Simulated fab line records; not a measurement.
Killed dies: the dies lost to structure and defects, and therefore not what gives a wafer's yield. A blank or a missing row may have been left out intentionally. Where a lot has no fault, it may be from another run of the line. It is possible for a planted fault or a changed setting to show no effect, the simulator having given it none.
fab line records	flow nand_harc
record lots=6	wafers=18	last_day=33
route steps=1302 shown A_ONON_D2@554 END@1302
lots that met no fault: from a run of the same line without faults
start_h: hours from the record's opening day to when the first of the lot's shown wafers began	wait_h: hours elapsed since this lot's preceding step	" same as the row above	L1.1+2: a single row standing in for several wafers	- no value present, or no start provided	* or withheld: withheld	< > ~ a bound
route shown NAME@n: a module of which the file shows steps, and the number in the route of the first	usual: mean and standard deviation over wafers with no fault	same: alike in all rows	chamber/n: place in a boat	sites: each site's reading	_std_site: standard deviation across them	_edge_site: outer sites' mean less inner sites'	radius_mm: how far each site lies from the wafer's centre	mask NAME#n: copy n	behind: the most recent tool/chamber to have shaped the wafer	hold: why the lot was held/for how many hours/how that ended	device: the transistor (n, p or np) that didn't switch	end of line: the same wafers' tests at the end of the route	a step given without rows: its recipe and nothing more	killed: dies lost to structure and defects at the first sort, not the wafer's yield	map: dies across one wafer; x = killed, . = not, _ = none there
set.NAME: the setting as run; set.NAME@STEP: as run at that earlier step	model.NAME: the simulator's own value behind a step, which no gauge read
lots at some steps of the route; a table a step, a row a wafer
services: from which hour (start_h, from the record's first day; less than 0 if before it) a tool's chamber was out of use, for how many hours, and why
## steps
# step NHARC_A_ONON_D2_THK_MEAS_14
# recipe thk_meas_gauge=ellipsometry
# usual thk_nm=1005/8.2
lot.wafer	tool	chamber	start_h	wait_h	thk_nm
L133.1	film_metro-02	-	266.98	-	1005
L133.4	"	-	"	"	1006
L133.5	"	-	"	"	1006
L134.1	film_metro-01	-	282.99	-	1009
L134.2	"	-	"	"	1011
L134.5	"	-	"	"	1009
L143.3	film_metro-01	-	388.16	-	1006
L143.4	"	-	"	"	1007
L143.5	"	-	"	"	1008
L145.1	film_metro-02	-	397.01	-	996
L145.2	"	-	"	"	998
L145.3	"	-	"	"	999
L149.2	film_metro-01	-	439.54	-	1013
L149.3	"	-	"	"	1014
L149.6	"	-	"	"	1014
L155.2	film_metro-01	-	503.15	-	1024
L155.4	"	-	"	"	1024
L155.5	"	-	"	"	1026
# step NHARC_A_ONON_D2_ANNEAL_15
# recipe temp_c=750	time_s=3600
# step NHARC_A_ONON_D2_DEP_16
# recipe target_thk_a=10000	n2_flow_sccm=2750	n2o_flow_sccm=2000	nh3_flow_sccm=500	sih4_flow_sccm=210	temp_c=400
# step NHARC_A_ONON_D2_THK_MEAS_18
# recipe thk_meas_gauge=ellipsometry
# usual thk_nm=998/9.9
lot.wafer	tool	chamber	start_h	wait_h	thk_nm
L133.1	film_metro-02	-	274.35	-	1009
L133.4	"	-	"	"	1009
L133.5	"	-	"	"	1009
L134.1	film_metro-01	-	293.74	-	1006
L134.2	"	-	"	"	1006
L134.5	"	-	"	"	1009
L143.3	film_metro-02	-	395.53	-	1013
L143.4	"	-	"	"	1017
L143.5	"	-	"	"	1015
L145.1	film_metro-02	-	404.28	-	1014
L145.2	"	-	"	"	1016
L145.3	"	-	"	"	1015
L149.2	film_metro-02	-	447.28	-	1000
L149.3	"	-	"	"	999
L149.6	"	-	"	"	1000
L155.2	film_metro-02	-	510.40	-	1007
L155.4	"	-	"	"	1007
L155.5	"	-	"	"	1006
# step NHARC_A_ONON_D2_DEP_19
# recipe target_thk_a=10000	n2_flow_sccm=2750	n2o_flow_sccm=2000	nh3_flow_sccm=500	sih4_flow_sccm=210	temp_c=400
# step NHARC_A_ONON_D2_THK_MEAS_21
# recipe thk_meas_gauge=ellipsometry
# usual thk_nm=999/10
lot.wafer	tool	chamber	start_h	wait_h	thk_nm
L133.1	film_metro-01	-	274.91	-	991
L133.4	"	-	"	"	990
L133.5	"	-	"	"	991
L134.1	film_metro-02	-	294.31	-	1000
L134.2	"	-	"	"	1001
L134.5	"	-	"	"	1000
L143.3	film_metro-01	-	396.10	-	1008
L143.4	"	-	"	"	1007
L143.5	"	-	"	"	1009
L145.1	film_metro-02	-	404.88	-	989
L145.2	"	-	"	"	991
L145.3	"	-	"	"	993
L149.2	film_metro-01	-	447.84	-	1012
L149.3	"	-	"	"	1016
L149.6	"	-	"	"	1018
L155.2	film_metro-02	-	511.10	-	995
L155.4	"	-	"	"	995
L155.5	"	-	"	"	994
# step NHARC_A_ONON_D2_DEP_22
# recipe target_thk_a=10000	n2_flow_sccm=2750	n2o_flow_sccm=2000	nh3_flow_sccm=500	sih4_flow_sccm=210	temp_c=400
# step NHARC_A_ONON_D2_THK_MEAS_24
# recipe thk_meas_gauge=ellipsometry
# usual thk_nm=999/9.9
lot.wafer	tool	chamber	start_h	wait_h	thk_nm
L133.1	film_metro-02	-	275.48	-	1007
L133.4	"	-	"	"	1009
L133.5	"	-	"	"	1009
L134.1	film_metro-02	-	294.88	-	1004
L134.2	"	-	"	"	1004
L134.5	"	-	"	"	1006
L143.3	film_metro-01	-	396.67	-	994
L143.4	"	-	"	"	995
L143.5	"	-	"	"	997
L145.1	film_metro-02	-	405.44	-	993
L145.2	"	-	"	"	992
L145.3	"	-	"	"	992
L149.2	film_metro-01	-	448.39	-	980
L149.3	"	-	"	"	981
L149.6	"	-	"	"	981
L155.2	film_metro-01	-	511.67	-	1009
L155.4	"	-	"	"	1007
L155.5	"	-	"	"	1006
# step NHARC_A_ONON_D2_DEP_25
# recipe target_thk_a=10000	n2_flow_sccm=2750	n2o_flow_sccm=2000	nh3_flow_sccm=500	sih4_flow_sccm=210	temp_c=400
# step NHARC_A_ONON_D2_THK_MEAS_27
# recipe thk_meas_gauge=ellipsometry
# usual thk_nm=999/11
lot.wafer	tool	chamber	start_h	wait_h	thk_nm
L133.1	film_metro-02	-	276.05	-	1004
L133.4	"	-	"	"	1005
L133.5	"	-	"	"	1003
L134.1	film_metro-01	-	295.45	-	986
L134.2	"	-	"	"	985
L134.5	"	-	"	"	985
L143.3	film_metro-02	-	397.24	-	1015
L143.4	"	-	"	"	1015
L143.5	"	-	"	"	1016
L145.1	film_metro-02	-	406.01	-	1008
L145.2	"	-	"	"	1009
L145.3	"	-	"	"	1010
L149.2	film_metro-01	-	448.96	-	1009
L149.3	"	-	"	"	1009
L149.6	"	-	"	"	1008
L155.2	film_metro-01	-	512.24	-	990
L155.4	"	-	"	"	989
L155.5	"	-	"	"	991
# step NHARC_A_ONON_D2_DEP_28
# recipe target_thk_a=10000	n2_flow_sccm=2750	n2o_flow_sccm=2000	nh3_flow_sccm=500	sih4_flow_sccm=210	temp_c=400
# step NHARC_A_ONON_D2_THK_MEAS_30
# recipe thk_meas_gauge=ellipsometry
# usual thk_nm=999/9.1
lot.wafer	tool	chamber	start_h	wait_h	thk_nm
L133.1	film_metro-02	-	276.61	-	995
L133.4	"	-	"	"	997
L133.5	"	-	"	"	997
L134.1	film_metro-01	-	296.01	-	1004
L134.2	"	-	"	"	1006
L134.5	"	-	"	"	1003
L143.3	film_metro-01	-	397.81	-	1004
L143.4	"	-	"	"	1006
L143.5	"	-	"	"	1006
L145.1	film_metro-02	-	406.58	-	1000
L145.2	"	-	"	"	999
L145.3	"	-	"	"	999
L149.2	film_metro-01	-	449.53	-	977
L149.3	"	-	"	"	977
L149.6	"	-	"	"	977
L155.2	film_metro-01	-	512.81	-	998
L155.4	"	-	"	"	998
L155.5	"	-	"	"	1002
# step NHARC_A_ONON_D2_DEP_33
# recipe target_thk_a=2000	temp_c=400	pressure_torr=6.5	rf_w=900	teos_flow_sccm=161.4	flow_sccm=2650	target_thk_nm=200	gas=O2	material=SiO2
# usual heater_power_w=557/84	showerhead_vpp_V=1843/78	throttle_valve_pct=16.0/0.39
lot.wafer	tool	chamber	start_h	wait_h	heater_power_w	showerhead_vpp_V	throttle_valve_pct
L133.1	pecvd-01	2	276.80	0.2	592	1834	16.0
L133.5	"	1	"	"	588	1805	15.7
L133.4	"	2	"	"	600	1837	16.1
L134.1	pecvd-04	1	296.07	0.1	509	1802	16.0
L134.2	"	0	"	"	481	1911	15.9
L134.5	"	2	"	"	441	1710	16.5
L143.3	pecvd-01	2	397.91	0.1	615	1820	16.6
L143.4	"	1	"	"	480	1832	16.0
L143.5	"	2	"	"	617	1844	16.7
L145.3	pecvd-01	0	406.64	0.1	509	1918	16.5
L145.2	"	1	"	"	612	1817	16.2
L145.1	"	2	"	"	635	1855	16.5
L149.3	pecvd-04	2	449.63	0.1	542	1703	16.5
L149.2	"	0	"	"	430	1902	15.9
L149.6	"	0	"	"	437	1909	15.9
L155.2	pecvd-03	1	513.07	0.3	764	1893	15.6
L155.5	"	0	"	"	397	1992	15.0
L155.4	"	1	"	"	764	1873	15.9
# step NHARC_A_ONON_D2_THK_MEAS_34
# recipe thk_meas_gauge=ellipsometry
# usual thk_nm=200/3.5
lot.wafer	tool	chamber	start_h	wait_h	thk_nm
L133.1	film_metro-01	-	277.17	-	197
L133.4	"	-	"	"	197
L133.5	"	-	"	"	202
L134.1	film_metro-01	-	296.48	-	198
L134.2	"	-	"	"	197
L134.5	"	-	"	"	209
L143.3	film_metro-01	-	398.28	-	223
L143.4	"	-	"	"	228
L143.5	"	-	"	"	229
L145.1	film_metro-01	-	407.05	-	224
L145.2	"	-	"	"	224
L145.3	"	-	"	"	225
L149.2	film_metro-01	-	450.00	-	199
L149.3	"	-	"	"	203
L149.6	"	-	"	"	198
L155.2	film_metro-01	-	513.40	-	201
L155.4	"	-	"	"	203
L155.5	"	-	"	"	195
# step NHARC_END_SORT_01
# recipe temp_c=25
# usual killed_at_array=46/15	killed_at_other=1.0/1.3	killed_at_periphery=4/3	killed_dies=51/15	killed_open=3.2/1.8	killed_short=2.5/1.5
# same gross_dies=677
lot.wafer	tool	chamber	start_h	wait_h	killed_at_array	killed_at_other	killed_at_periphery	killed_dies	killed_open	killed_short
L133.1	prober-01	0	600.82	2.4	24	0	9	33	6	0
L133.4	prober-01	0	603.28	3.4	30	0	2	32	1	2
L133.5	prober-01	0	604.10	3.8	54	0	2	56	1	4
L134.1	prober-02	0	612.28	2.5	31	2	2	35	1	3
L134.2	prober-02	0	613.08	2.8	56	1	1	58	3	1
L134.5	prober-02	0	615.48	3.7	64	1	1	66	4	2
L145.1	prober-01	0	670.15	2.5	42	0	1	43	1	2
L145.2	prober-01	0	670.95	2.8	40	0	4	44	6	2
L145.3	prober-01	0	671.76	3.1	37	1	10	48	3	3
L143.3	prober-02	0	671.80	3.1	49	0	5	54	4	8
L143.4	prober-02	0	672.60	3.4	35	1	14	50	5	4
L143.5	prober-02	0	673.40	3.7	59	2	7	68	2	4
L149.2	prober-02	0	719.61	2.8	33	2	2	37	2	4
L149.3	prober-02	0	720.41	3.1	26	0	10	36	5	4
L149.6	prober-02	0	722.80	4.0	35	0	10	45	3	5
L155.2	prober-01	0	794.51	2.8	55	0	2	57	3	1
L155.4	prober-01	0	796.10	3.4	65	1	3	69	4	1
L155.5	prober-01	0	796.89	3.7	64	1	0	65	3	3
# killed by level:class
L133.1 A_CHANNEL_HOLE_D1:chamber_film_flake=12 A_CONTACT:chamber_film_flake=4 P_M2:chamber_film_flake=3 A_STAIRCASE:chamber_film_flake=3 P_BONDPAD:chamber_film_flake=2 A_BLC:chamber_film_flake=2 P_STI:geometric_particle:open=1 P_CONTACT:geometric_particle:open=1
L133.4 A_CHANNEL_HOLE_D1:chamber_film_flake=15 A_CHANNEL_HOLE_D2:chamber_film_flake=5 A_STAIRCASE:chamber_film_flake=5 A_CONTACT:chamber_film_flake=2 P_M1:geometric_particle:open=1 A_DECK1_JOINT:geometric_particle:short=1 A_CHANNEL_HOLE_D2:geometric_particle:short=1 P_M2:chamber_film_flake=1
L133.5 A_CHANNEL_HOLE_D1:chamber_film_flake=37 A_CHANNEL_HOLE_D2:chamber_film_flake=6 A_STAIRCASE:chamber_film_flake=3 A_ONON_D1:geometric_particle:short=2 A_CONTACT:chamber_film_flake=2 A_CHANNEL_HOLE_D1:geometric_particle:short=1 A_ONON_D2:geometric_particle:open=1 A_CHANNEL_HOLE_D2:geometric_particle:short=1
L134.1 A_CHANNEL_HOLE_D2:chamber_film_flake=11 A_CHANNEL_HOLE_D1:chamber_film_flake=10 A_STAIRCASE:chamber_film_flake=3 THIN_TSV:chamber_film_flake=2 A_WL_FILL:chamber_film_flake=2 A_CONTACT:chamber_film_flake=2 P_GATE:geometric_particle:open=1 A_CHANNEL_FILL_D1:geometric_particle:short=1
L134.2 A_CHANNEL_HOLE_D2:chamber_film_flake=26 A_CHANNEL_HOLE_D1:chamber_film_flake=20 A_WL_FILL:chamber_film_flake=5 A_CONTACT:chamber_film_flake=2 P_CONTACT:geometric_particle:open=1 A_CHANNEL_HOLE_D1:geometric_particle:open=1 A_ONON_D2:geometric_particle:open=1 A_WL_FILL:geometric_particle:short=1
L134.5 A_CHANNEL_HOLE_D1:chamber_film_flake=28 A_CHANNEL_HOLE_D2:chamber_film_flake=22 A_CONTACT:chamber_film_flake=7 P_STI:geometric_particle:short=1 A_SOURCE_PLATE:geometric_particle:short=1 A_ONON_D1:geometric_particle:open=1 A_CHANNEL_FILL_D1:geometric_particle:open=1 A_CONTACT:geometric_particle:open=1
L145.1 A_CHANNEL_HOLE_D2:chamber_film_flake=15 A_CHANNEL_FILL_D2:chamber_film_flake=6 A_CHANNEL_HOLE_D1:chamber_film_flake=5 A_CONTACT:chamber_film_flake=5 A_STAIRCASE:chamber_film_flake=3 A_SLIT:chamber_film_flake=3 A_WL_FILL:chamber_film_flake=2 A_ONON_D1:geometric_particle:short=1
L145.2 A_CHANNEL_HOLE_D2:chamber_film_flake=13 A_CHANNEL_HOLE_D1:chamber_film_flake=9 A_CONTACT:chamber_film_flake=7 A_CHANNEL_FILL_D2:geometric_particle:open=3 A_STAIRCASE:chamber_film_flake=2 P_CONTACT:geometric_particle:open=1 P_M0:geometric_particle:open=1 A_ONON_D1:geometric_particle:short=1
L145.3 A_CHANNEL_HOLE_D2:chamber_film_flake=10 A_CHANNEL_FILL_D2:chamber_film_flake=6 A_CHANNEL_HOLE_D1:chamber_film_flake=5 A_CONTACT:chamber_film_flake=5 P_GATE:chamber_film_flake=4 A_STAIRCASE:chamber_film_flake=3 A_WL_FILL:geometric_particle:short=2 P_BONDPAD:chamber_film_flake=2
L143.3 A_CHANNEL_HOLE_D1:chamber_film_flake=30 P_BONDPAD:chamber_film_flake=3 A_ONON_D1:geometric_particle:short=2 A_WL_FILL:geometric_particle:open=2 P_STI:chamber_film_flake=2 A_SLIT:chamber_film_flake=2 A_SOURCE_PLATE:geometric_particle:open=1 A_SOURCE_PLATE:geometric_particle:short=1
L143.4 A_CHANNEL_HOLE_D1:chamber_film_flake=15 A_SLIT:chamber_film_flake=4 P_BONDPAD:chamber_film_flake=4 A_CHANNEL_FILL_D2:chamber_film_flake=4 P_STI:chamber_film_flake=3 A_CHANNEL_HOLE_D2:chamber_film_flake=3 A_CONTACT:chamber_film_flake=3 P_M0:geometric_particle:open=2
L143.5 A_CHANNEL_HOLE_D1:chamber_film_flake=32 A_SLIT:chamber_film_flake=9 A_CONTACT:chamber_film_flake=7 P_BONDPAD:chamber_film_flake=4 A_CHANNEL_FILL_D1:chamber_film_flake=2 A_DECK1_JOINT:chamber_film_flake=2 A_CHANNEL_FILL_D2:chamber_film_flake=2 P_M0:geometric_particle:short=1
L149.2 A_CHANNEL_HOLE_D1:chamber_film_flake=11 A_CONTACT:chamber_film_flake=7 A_WL_FILL:chamber_film_flake=5 A_SLIT:chamber_film_flake=2 A_BLC:chamber_film_flake=2 P_GATE:geometric_particle:short=1 A_ONON_D1:geometric_particle:short=1 A_CHANNEL_FILL_D1:geometric_particle:open=1
L149.3 A_CHANNEL_HOLE_D1:chamber_film_flake=9 A_CONTACT:chamber_film_flake=6 P_STI:chamber_film_flake=3 A_WL_FILL:chamber_film_flake=2 P_GATE:geometric_particle:open=1 P_M0:geometric_particle:open=1 P_M1:geometric_particle:open=1 A_CHANNEL_FILL_D1:geometric_particle:short=1
L149.6 A_CHANNEL_HOLE_D1:chamber_film_flake=8 A_WL_FILL:chamber_film_flake=6 A_CONTACT:chamber_film_flake=6 P_M2:chamber_film_flake=4 A_SLIT:chamber_film_flake=3 A_SGD_CUT:geometric_particle:short=2 P_CONTACT:chamber_film_flake=2 A_STAIRCASE:chamber_film_flake=2
L155.2 A_CHANNEL_HOLE_D2:chamber_film_flake=24 A_SLIT:chamber_film_flake=12 A_CONTACT:chamber_film_flake=7 A_CHANNEL_HOLE_D1:chamber_film_flake=5 A_CHANNEL_FILL_D2:chamber_film_flake=3 P_M0:geometric_particle:open=1 A_CHANNEL_HOLE_D2:geometric_particle:short=1 A_SGD_CUT:geometric_particle:open=1
L155.4 A_CHANNEL_HOLE_D2:chamber_film_flake=24 A_SLIT:chamber_film_flake=17 A_CONTACT:chamber_film_flake=12 A_CHANNEL_FILL_D2:chamber_film_flake=4 A_CHANNEL_HOLE_D1:chamber_film_flake=3 A_BONDPAD:chamber_film_flake=2 P_GATE:geometric_particle:open=1 P_M0:geometric_particle:open=1
L155.5 A_CHANNEL_HOLE_D2:chamber_film_flake=17 A_SLIT:chamber_film_flake=16 A_CHANNEL_HOLE_D1:chamber_film_flake=11 A_CONTACT:chamber_film_flake=6 A_CHANNEL_FILL_D2:chamber_film_flake=3 A_BONDPAD:chamber_film_flake=3 A_ONON_D1:geometric_particle:short=1 A_CHANNEL_FILL_D1:geometric_particle:open=1
## services
tool	chamber	start_h	hours	kind
pecvd-01	2	255.69	17.1	repair
pecvd-01	1	262.29	4.7	repair
pecvd-04	-	269.19	13.0	pm
pecvd-04	-	288.86	1.3	repair
pecvd-01	-	311.72	13.0	pm
pecvd-01	0	311.72	13.0	vent_cycle
pecvd-01	1	311.72	13.0	vent_cycle
pecvd-01	2	311.72	13.0	vent_cycle
pecvd-01	0	324.72	-	clean
pecvd-01	1	324.72	-	clean
pecvd-01	2	324.72	-	clean
pecvd-01	0	362.69	26.1	repair
pecvd-03	-	366.00	13.0	pm
pecvd-01	0	413.48	5.1	repair
pecvd-01	-	420.75	1.8	repair
pecvd-01	2	432.93	4.8	repair
pecvd-01	-	439.21	0.5	repair
pecvd-04	-	450.19	13.0	pm
pecvd-01	0	452.01	13.3	repair
pecvd-03	1	453.37	23.3	repair
pecvd-01	2	478.66	11.2	repair
pecvd-01	-	492.91	13.0	pm
pecvd-01	0	492.91	13.0	vent_cycle
pecvd-03	2	500.16	6.9	repair
## key
first_sign step=NHARC_A_ONON_D2_THK_MEAS_34	reading=thk_nm	direction=up	sigmas=7.1	usual=200	struck=225
effect none on later readings
met_at NHARC_A_ONON_D2_DEP_33
struck_wafers L143.3,L143.4,L143.5,L145.1,L145.2,L145.3
tester_left_out L143,L145
onset_between 276.80 397.91
fault kind=process_parameter_drift	tool=pecvd-01	chamber=-	onset_h=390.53	steps=NHARC_A_ONON_D2_DEP_33	channel=teos_flow_sccm	offset=*	shape=step	end_h=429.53	acts_in=*	stated=*
# tester_left_out: of these lots the tester's yield and bins aren't shown, on N5 and GAA mostly nor the transistor test; their killed dies are dies lost to structure and defects alone, not to doping, threshold or leakage, so they don't give the yield
